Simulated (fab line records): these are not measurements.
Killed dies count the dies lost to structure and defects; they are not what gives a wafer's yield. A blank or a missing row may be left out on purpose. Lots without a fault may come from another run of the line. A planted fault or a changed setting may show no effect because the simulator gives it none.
Matching of chambers :: flow nand-harc :: NHARC_P_CONTACT_DEP_30 on pecvd-03: 3 sister chambers
The step deposits SiNx, target thk 30 nm. 6 wafers are shown with their chamber, then 8 later ones without.

## WAFERS PAIRED WITH THEIR CHAMBERS
wafer: L085.1
chamber: 1
heater-power-w (W): 732

wafer: L090.4
chamber: 0
heater-power-w (W): 670

wafer: L089.1
chamber: 0
heater-power-w (W): 733

wafer: L089.3
chamber: 2
heater-power-w (W): 789

wafer: L089.6
chamber: 1
heater-power-w (W): 742

wafer: L093.1
chamber: 2
heater-power-w (W): 708

## WAFERS WHOSE CHAMBER IS MISSING
wafer: L093.3
heater-power-w (W): 644

wafer: L093.6
heater-power-w (W): 740

wafer: L095.3
heater-power-w (W): 775

wafer: L095.4
heater-power-w (W): 820

wafer: L095.5
heater-power-w (W): 683

wafer: L096.1
heater-power-w (W): 787

wafer: L096.2
heater-power-w (W): 650

wafer: L096.6
heater-power-w (W): 768

## THE CHAMBER EACH PASSED THROUGH
wafer: L093.3
from the rows above: can't be placed: 0 or 1 or 2
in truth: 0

wafer: L093.6
from the rows above: can't be placed: 1 or 2 or 0
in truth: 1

wafer: L095.3
from the rows above: can't be placed: 2 or 1 or 0
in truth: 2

wafer: L095.4
from the rows above: can't be placed: 2 or 1 or 0
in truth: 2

wafer: L095.5
from the rows above: can't be placed: 0 or 1 or 2
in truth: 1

wafer: L096.1
from the rows above: can't be placed: 2 or 1 or 0
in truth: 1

wafer: L096.2
from the rows above: can't be placed: 0 or 1 or 2
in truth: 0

wafer: L096.6
from the rows above: can't be placed: 2 or 1 or 0
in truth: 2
Correct placement for 0 of the 8. Can't be placed from these rows: 8 (the true chamber is among the candidates in 8). Placed wrongly: 0.
How it was worked out, from the rows above alone: a wafer's distance from a chamber is the root of the sum, over the readings, of the square of ((its reading less the chamber's mean) divided by the reading's scatter). The wafer belongs to the nearest chamber; if the next one is less than 2 further off, it can't be placed. A chamber's mean is the mean of its shown wafers. The scatter: the root of (the sum of the squares of (reading less its chamber's mean) over the shown wafers, divided by (wafers less chambers)).
